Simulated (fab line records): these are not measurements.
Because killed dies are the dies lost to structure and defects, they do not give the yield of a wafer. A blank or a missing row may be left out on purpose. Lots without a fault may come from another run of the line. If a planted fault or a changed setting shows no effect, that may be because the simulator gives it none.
fab line records ; flow nand_harc
record lots=13; wafers=39; last_day=32
route steps=1302 shown A_CONTACT@1080
lots that met no fault: taken from a fault-free run of the same line
start_h: the number of hours between the record's first day and the start of the first shown wafer of the lot ; wait_h: hours from the lot's prior step to this one ; " unchanged from the row above ; L1.1+2: a row that stands for several wafers ; - value missing, or start not given ; * or withheld: withheld ; < > ~ a bound
route shown NAME@n: names a module that has steps shown in the file, with the first one's number in the route ; usual: the fault-free wafers' mean and standard deviation ; same: alike in all rows ; chamber/n: place in a boat ; sites: the reading at each site ; _std_site: the values' standard deviation ; _edge_site: outer sites' mean less inner sites' ; radius_mm: for every site, how far away it sits from the centre of the wafer ; mask NAME#n: copy n ; behind: tool/chamber where the wafer was last shaped ; hold: why the lot went on hold/how many hours it stayed there/how the hold came to an end ; device: transistor that didn't switch, given as n, p or np ; end of line: the tests these same wafers got at the end of their route ; a step without rows: its recipe alone ; killed: not the wafer's yield, but the dies lost to structure and defects at the first sort ; map: per-die view of a wafer (x killed, . not killed, _ where there is no die)
set.NAME: the run value of the setting; set.NAME@STEP: its run value at that earlier step ; model.NAME: the simulator's own value behind a step, which no gauge read
route steps across a sampled set of lots; one table per step, one row per wafer
services: the hour from which a tool's chamber was out of use, counted from the record's first day as start_h (under 0 if before that day), plus the number of hours and why
## steps
# step NHARC_A_CONTACT_INSPECT_10
# usual raw_defect_count=80/29
lot.wafer;tool;chamber;start_h;wait_h;raw_defect_count
L188.1;defect_inspect-02;-;504.08;0.0;79
L188.2;defect_inspect-02;-;504.08;0.0;75
L188.5;defect_inspect-02;-;504.08;0.0;68
L191.2;defect_inspect-01;-;525.14;0.0;27
L191.5;defect_inspect-01;-;525.14;0.0;21
L191.6;defect_inspect-01;-;525.14;0.0;11
L189.1;defect_inspect-01;-;526.96;0.0;90
L189.2;defect_inspect-01;-;526.96;0.0;92
L189.3;defect_inspect-01;-;526.96;0.0;110
L190.1;defect_inspect-01;-;530.47;0.0;98
L190.4;defect_inspect-01;-;530.47;0.0;95
L190.5;defect_inspect-01;-;530.47;0.0;88
L192.1;defect_inspect-01;-;542.93;0.0;66
L192.3;defect_inspect-01;-;542.93;0.0;59
L192.5;defect_inspect-01;-;542.93;0.0;69
L193.2;defect_inspect-01;-;558.30;0.0;76
L193.4;defect_inspect-01;-;558.30;0.0;67
L193.5;defect_inspect-01;-;558.30;0.0;68
L194.2;defect_inspect-02;-;565.46;0.0;97
L194.4;defect_inspect-02;-;565.46;0.0;95
L194.5;defect_inspect-02;-;565.46;0.0;112
L199.1;defect_inspect-01;-;613.78;0.0;46
L199.5;defect_inspect-01;-;613.78;0.0;34
L199.6;defect_inspect-01;-;613.78;0.0;32
L197.2;defect_inspect-02;-;614.36;0.0;64
L197.4;defect_inspect-02;-;614.36;0.0;64
L197.6;defect_inspect-02;-;614.36;0.0;69
L196.2;defect_inspect-02;-;618.73;0.0;67
L196.3;defect_inspect-02;-;618.73;0.0;88
L196.4;defect_inspect-02;-;618.73;0.0;85
L200.1;defect_inspect-02;-;626.61;0.0;78
L200.4;defect_inspect-02;-;626.61;0.0;88
L200.5;defect_inspect-02;-;626.61;0.0;83
L202.1;defect_inspect-02;-;644.05;0.0;81
L202.2;defect_inspect-02;-;644.05;0.0;92
L202.4;defect_inspect-02;-;644.05;0.0;92
L209.1;defect_inspect-01;-;722.56;0.0;14
L209.2;defect_inspect-01;-;722.56;0.0;21
L209.4;defect_inspect-01;-;722.56;0.0;22
# step NHARC_A_CONTACT_DESCUM_13
# recipe time_s=3; o2_flow_sccm=200; ar_flow_sccm=0; bias_power_w=0; chemistry=O2
# usual drypump_motor_current_A=5.9/0.35; oes_product_au=1.000/0.0072; rf_vpp_V=57.7/0.95; showerhead_plenum_p_Torr=1.91/0.082; throttle_valve_pct=11.312/0.0087
lot.wafer;tool;chamber;start_h;wait_h;drypump_motor_current_A;oes_product_au;rf_hours_counter_h;rf_vpp_V;showerhead_plenum_p_Torr;throttle_valve_pct
L188.2;rie_diel-01;2;504.14;0.1;5.9;1.000;22;57.7;1.89;11.304
L188.1;rie_diel-01;1;504.14;0.1;5.9;1.005;20;58.3;2.00;11.309
L188.5;rie_diel-01;2;504.14;0.1;5.9;1.004;-;57.4;1.89;11.315
L191.2;rie_diel-01;3;525.20;0.1;5.7;1.008;25;58.4;1.84;11.307
L191.5;rie_diel-01;3;525.20;0.1;5.6;1.010;-;56.6;1.83;11.294
L191.6;rie_diel-01;0;525.20;0.1;6.0;0.998;-;57.3;2.03;11.301
L189.3;rie_diel-05;0;527.02;0.1;6.4;1.008;38;58.0;2.02;11.319
L189.2;rie_diel-05;1;527.02;0.1;5.5;0.995;40;57.2;1.89;11.309
L189.1;rie_diel-05;2;527.02;0.1;6.1;0.998;40;57.4;1.84;11.306
L190.1;rie_diel-01;3;530.54;0.1;5.6;1.011;26;57.8;1.83;11.294
L190.4;rie_diel-01;0;530.54;0.1;6.1;0.997;24;59.4;2.03;11.309
L190.5;rie_diel-01;3;530.54;0.1;5.6;1.008;-;58.1;1.83;11.328
L192.3;rie_diel-01;3;543.00;0.1;5.7;1.013;30;58.5;1.83;11.301
L192.1;rie_diel-01;0;543.00;0.1;6.1;0.994;27;58.5;2.03;11.320
L192.5;rie_diel-01;2;543.00;0.1;5.9;0.998;-;57.1;1.89;11.316
L193.2;rie_diel-05;3;558.36;0.1;6.1;0.999;47;57.0;1.89;11.304
L193.4;rie_diel-05;2;558.36;0.1;6.1;0.992;51;56.8;1.83;11.332
L193.5;rie_diel-05;3;558.36;0.1;6.1;1.015;-;57.9;1.89;11.327
L194.2;rie_diel-07;2;566.92;1.5;5.5;0.984;27;59.5;1.87;11.300
L194.4;rie_diel-07;3;566.92;1.5;6.3;0.995;26;57.6;1.98;11.311
L194.5;rie_diel-07;0;566.92;1.5;5.0;1.002;-;56.7;1.77;11.323
L199.1;rie_diel-07;3;613.84;0.1;6.3;1.001;37;58.5;1.98;11.301
L199.5;rie_diel-07;3;613.84;0.1;6.3;1.005;-;58.9;1.98;11.314
L199.6;rie_diel-07;0;613.84;0.1;5.0;1.010;-;56.7;1.77;11.298
L197.2;rie_diel-01;0;614.42;0.1;6.1;1.002;9;59.5;2.03;11.303
L197.4;rie_diel-01;1;614.42;0.1;5.9;1.002;10;58.4;1.99;11.325
L197.6;rie_diel-01;1;614.42;0.1;5.9;1.011;-;58.8;1.99;11.301
L196.4;rie_diel-05;2;618.79;0.1;6.1;1.005;10;56.0;1.83;11.316
L196.2;rie_diel-05;3;618.79;0.1;6.1;1.008;8;57.1;1.89;11.319
L196.3;rie_diel-05;0;618.79;0.1;6.4;0.987;8;57.0;2.01;11.306
L200.1;rie_diel-05;1;626.67;0.1;5.5;0.988;13;58.5;1.88;11.314
L200.4;rie_diel-05;0;626.67;0.1;6.4;0.994;12;57.5;2.01;11.325
L200.5;rie_diel-05;1;626.67;0.1;5.5;0.995;-;56.1;1.88;11.305
L202.4;rie_diel-07;3;644.21;0.2;6.3;0.994;49;57.1;1.97;11.304
L202.2;rie_diel-07;1;644.21;0.2;6.0;0.994;53;56.6;1.88;11.319
L202.1;rie_diel-07;2;644.21;0.2;5.5;0.991;52;57.9;1.86;11.322
L209.1;rie_diel-01;3;722.66;0.1;5.6;0.994;23;57.6;1.83;11.325
L209.4;rie_diel-01;0;722.66;0.1;6.0;0.990;22;57.6;2.02;11.315
L209.2;rie_diel-01;2;722.66;0.1;5.8;0.998;21;58.4;1.88;11.328
# step NHARC_A_CONTACT_ETCH_31
# recipe target_depth_a=28000; over_etch_frac=0.3; time_s=728; ion_energy_ev=150; o2_flow_sccm=400; cos_flow_sccm=20; ar_flow_sccm=0; rf_w=500; bias_w=300; chemistry=O2/COS
# usual drypump_motor_current_A=5.9/0.34; oes_product_au=0.999/0.0075; rf_vpp_V=314.2/1.9; run_length_s=749.4/0.47; showerhead_plenum_p_Torr=3.12/0.12; throttle_valve_pct=28.331/0.0092
lot.wafer;tool;chamber;start_h;wait_h;drypump_motor_current_A;oes_product_au;rf_hours_counter_h;rf_vpp_V;run_length_s;showerhead_plenum_p_Torr;throttle_valve_pct
L188.1;rie_diel-01;1;504.84;-;5.9;0.994;20;316.8;750.1;3.26;28.341
L188.2;rie_diel-01;2;504.84;-;5.9;0.998;22;313.8;748.7;3.08;28.320
L188.5;rie_diel-01;0;504.84;-;6.0;0.984;-;315.7;749.4;3.31;28.340
L191.2;rie_diel-01;2;525.90;-;5.9;0.989;27;312.2;749.1;3.08;28.321
L191.5;rie_diel-01;1;525.90;-;5.9;1.002;-;316.2;749.8;3.25;28.327
L191.6;rie_diel-01;2;525.90;-;5.9;0.990;-;313.5;748.8;3.08;28.335
L189.1;rie_diel-05;2;527.67;-;6.2;0.992;40;311.8;749.2;3.00;28.324
L189.3;rie_diel-05;3;527.67;-;6.1;1.006;37;313.8;749.1;3.10;28.334
L189.2;rie_diel-05;0;527.67;-;6.4;0.995;38;317.3;750.2;3.29;28.324
L190.4;rie_diel-01;2;531.29;-;5.8;0.989;28;312.9;748.9;3.08;28.349
L190.1;rie_diel-01;0;531.29;-;6.0;0.992;25;317.1;749.1;3.30;28.325
L190.5;rie_diel-01;1;531.29;-;5.9;1.003;-;315.9;749.8;3.25;28.327
L192.1;rie_diel-01;1;543.59;-;5.9;1.009;29;316.3;750.7;3.25;28.333
L192.3;rie_diel-01;2;543.59;-;5.8;0.999;30;314.2;749.0;3.08;28.322
L192.5;rie_diel-01;2;543.59;-;5.9;1.001;-;312.6;748.9;3.08;28.335
L193.4;rie_diel-05;2;559.02;-;6.2;1.002;51;312.0;749.2;3.00;28.338
L193.2;rie_diel-05;0;559.02;-;6.4;0.994;49;317.6;749.7;3.28;28.322
L193.5;rie_diel-05;3;559.02;-;6.1;1.003;-;314.5;749.4;3.09;28.352
L194.2;rie_diel-07;0;567.50;-;5.0;1.018;27;310.9;749.3;2.90;28.323
L194.4;rie_diel-07;1;567.50;-;6.0;1.006;29;314.4;749.7;3.08;28.352
L194.5;rie_diel-07;0;567.50;-;5.0;1.004;-;311.2;749.3;2.90;28.332
L199.1;rie_diel-07;0;614.59;-;5.0;0.986;39;310.3;749.6;2.89;28.330
L199.5;rie_diel-07;1;614.59;-;6.0;0.999;-;313.3;750.3;3.07;28.333
L199.6;rie_diel-07;2;614.59;-;5.5;0.990;-;311.2;749.2;3.04;28.332
L197.2;rie_diel-01;1;615.03;-;5.9;0.999;10;315.7;749.9;3.24;28.336
L197.4;rie_diel-01;3;615.03;-;5.7;1.007;9;311.7;749.1;2.99;28.337
L197.6;rie_diel-01;2;615.03;-;5.9;1.015;-;314.3;749.0;3.08;28.329
L196.3;rie_diel-05;3;619.74;-;6.1;1.009;8;314.5;749.7;3.08;28.323
L196.4;rie_diel-05;0;619.74;-;6.4;0.996;9;317.6;749.7;3.28;28.343
L196.2;rie_diel-05;2;619.74;-;6.2;1.005;11;312.7;749.1;2.99;28.338
L200.1;rie_diel-05;0;628.22;-;6.4;0.993;13;316.4;750.1;3.28;28.327
L200.4;rie_diel-05;1;628.22;-;5.5;0.991;15;313.8;748.7;3.07;28.344
L200.5;rie_diel-05;3;628.22;-;6.1;0.996;-;312.8;749.0;3.08;28.325
L202.1;rie_diel-07;3;645.23;-;6.3;0.986;50;315.5;749.7;3.21;28.314
L202.2;rie_diel-07;0;645.23;-;5.0;0.993;51;313.1;749.2;2.89;28.333
L202.4;rie_diel-07;1;645.23;-;6.1;0.997;54;312.6;749.6;3.07;28.318
L209.2;rie_diel-01;2;723.49;-;5.9;1.000;22;314.2;748.7;3.07;28.338
L209.1;rie_diel-01;3;723.49;-;5.6;0.998;24;312.1;749.4;2.99;28.347
L209.4;rie_diel-01;0;723.49;-;6.0;0.992;23;317.2;586.3;3.29;28.324
# step NHARC_A_CONTACT_ETCH_139
# recipe source_w=withheld; pressure_mtorr=20; bias_v=400; time_s=195; target_depth_a=8400; ar_flow_sccm=withheld; c4f8_flow_sccm=11.5; o2_flow_sccm=7.2; chemistry=C4F8/O2/Ar
# usual run_length_s=226.3/0.41
lot.wafer;tool;chamber;start_h;wait_h;rf_hours_counter_h;run_length_s
L188.1;har_cap_etch-02;0;506.56;0.2;87;226.1
L188.2;har_cap_etch-02;1;506.56;0.2;87;225.9
L188.5;har_cap_etch-02;0;506.56;0.2;-;226.6
L191.2;har_cap_etch-03;0;528.16;0.3;49;225.6
L191.6;har_cap_etch-03;1;528.16;0.3;-;227.1
L191.5;har_cap_etch-03;0;528.16;0.3;-;226.5
L189.2;har_cap_etch-02;1;529.43;0.2;95;226.1
L189.1;har_cap_etch-02;0;529.43;0.2;95;226.6
L189.3;har_cap_etch-02;0;529.43;0.2;-;226.3
L190.1;har_cap_etch-03;0;533.09;0.2;51;225.6
L190.4;har_cap_etch-03;0;533.09;0.2;-;226.0
L190.5;har_cap_etch-03;0;533.09;0.2;-;225.6
L192.1;har_cap_etch-01;1;545.40;0.2;7;226.6
L192.3;har_cap_etch-01;0;545.40;0.2;-;226.4
L192.5;har_cap_etch-01;0;545.40;0.2;-;226.3
L193.2;har_cap_etch-01;1;560.83;0.2;8;226.4
L193.4;har_cap_etch-01;1;560.83;0.2;-;226.2
L193.5;har_cap_etch-01;1;560.83;0.2;-;226.3
L194.2;har_cap_etch-03;1;569.35;0.2;56;227.2
L194.4;har_cap_etch-03;0;569.35;0.2;-;226.2
L194.5;har_cap_etch-03;1;569.35;0.2;-;227.0
L199.1;har_cap_etch-03;1;616.26;0.2;64;226.7
L199.5;har_cap_etch-03;1;616.26;0.2;-;227.4
L199.6;har_cap_etch-03;0;616.26;0.2;-;225.8
L197.2;har_cap_etch-02;0;616.89;0.2;110;226.1
L197.4;har_cap_etch-02;0;616.89;0.2;-;227.0
L197.6;har_cap_etch-02;0;616.89;0.2;-;226.2
L196.2;har_cap_etch-03;1;621.61;0.2;66;227.2
L196.4;har_cap_etch-03;0;621.61;0.2;-;226.1
L196.3;har_cap_etch-03;1;621.61;0.2;-;226.7
L200.1;har_cap_etch-02;0;630.57;0.2;114;226.2
L200.4;har_cap_etch-02;1;630.57;0.2;-;226.1
L200.5;har_cap_etch-02;1;630.57;0.2;-;226.2
L202.2;har_cap_etch-02;1;647.03;0.2;117;225.8
L202.1;har_cap_etch-02;0;647.03;0.2;117;226.5
L202.4;har_cap_etch-02;1;647.03;0.2;-;226.2
L209.2;har_cap_etch-03;1;725.25;0.2;86;226.7
L209.1;har_cap_etch-03;0;725.25;0.2;86;226.3
L209.4;har_cap_etch-03;0;725.25;0.2;-;225.6
## services
tool;chamber;start_h;hours;kind
rie_diel-01;0;487.82;-;clean
rie_diel-01;1;487.82;-;clean
rie_diel-01;2;487.82;-;clean
rie_diel-01;3;487.82;-;clean
har_cap_etch-01;-;497.00;17.0;pm
rie_diel-05;1;511.35;3.4;repair
rie_diel-01;0;512.32;-;clean
rie_diel-01;1;512.32;-;clean
rie_diel-01;2;512.32;-;clean
rie_diel-01;3;512.32;-;clean
rie_diel-01;2;532.67;6.3;repair
rie_diel-01;0;536.90;-;clean
rie_diel-01;1;536.90;-;clean
rie_diel-01;3;536.90;-;clean
rie_diel-01;-;558.32;9.0;pm
rie_diel-01;0;558.32;9.0;vent_cycle
rie_diel-05;-;586.10;9.0;pm
rie_diel-01;-;619.30;36.6;repair
har_cap_etch-01;-;648.89;25.2;repair
rie_diel-07;-;649.66;9.0;pm
rie_diel-05;3;662.16;5.9;repair
rie_diel-07;3;662.54;3.8;repair
rie_diel-05;3;670.92;15.3;repair
rie_diel-07;2;710.79;8.1;repair
## key
first_sign step=NHARC_A_CONTACT_ETCH_31; reading=run_length_s; direction=down; sigmas=99+; usual=*; struck=*
effect none on later readings
met_at NHARC_A_CONTACT_ETCH_31
struck_lots L209
struck_wafers L209.4
sort_left_out L209.4
tester_left_out L209
not_acting_at NHARC_A_CONTACT_INSPECT_10,NHARC_A_CONTACT_DESCUM_13,NHARC_A_CONTACT_ETCH_139
onset_between 531.29 723.49
fault kind=process_parameter_drift; tool=rie_diel-01; chamber=0; onset_h=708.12; steps=NHARC_A_CONTACT_ETCH_31; channel=time_s; offset=*; shape=step; end_h=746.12; acts_in=*; stated=*
# tester_left_out: of these lots the tester's yield and bins aren't shown, on N5 and GAA mostly nor the transistor test; their killed dies are dies lost to structure and defects alone, not to doping, threshold or leakage, so they don't give the yield
# sort_left_out: the simulated sort isn't trusted on such a fault, so these wafers' sort isn't shown, and their yield isn't known
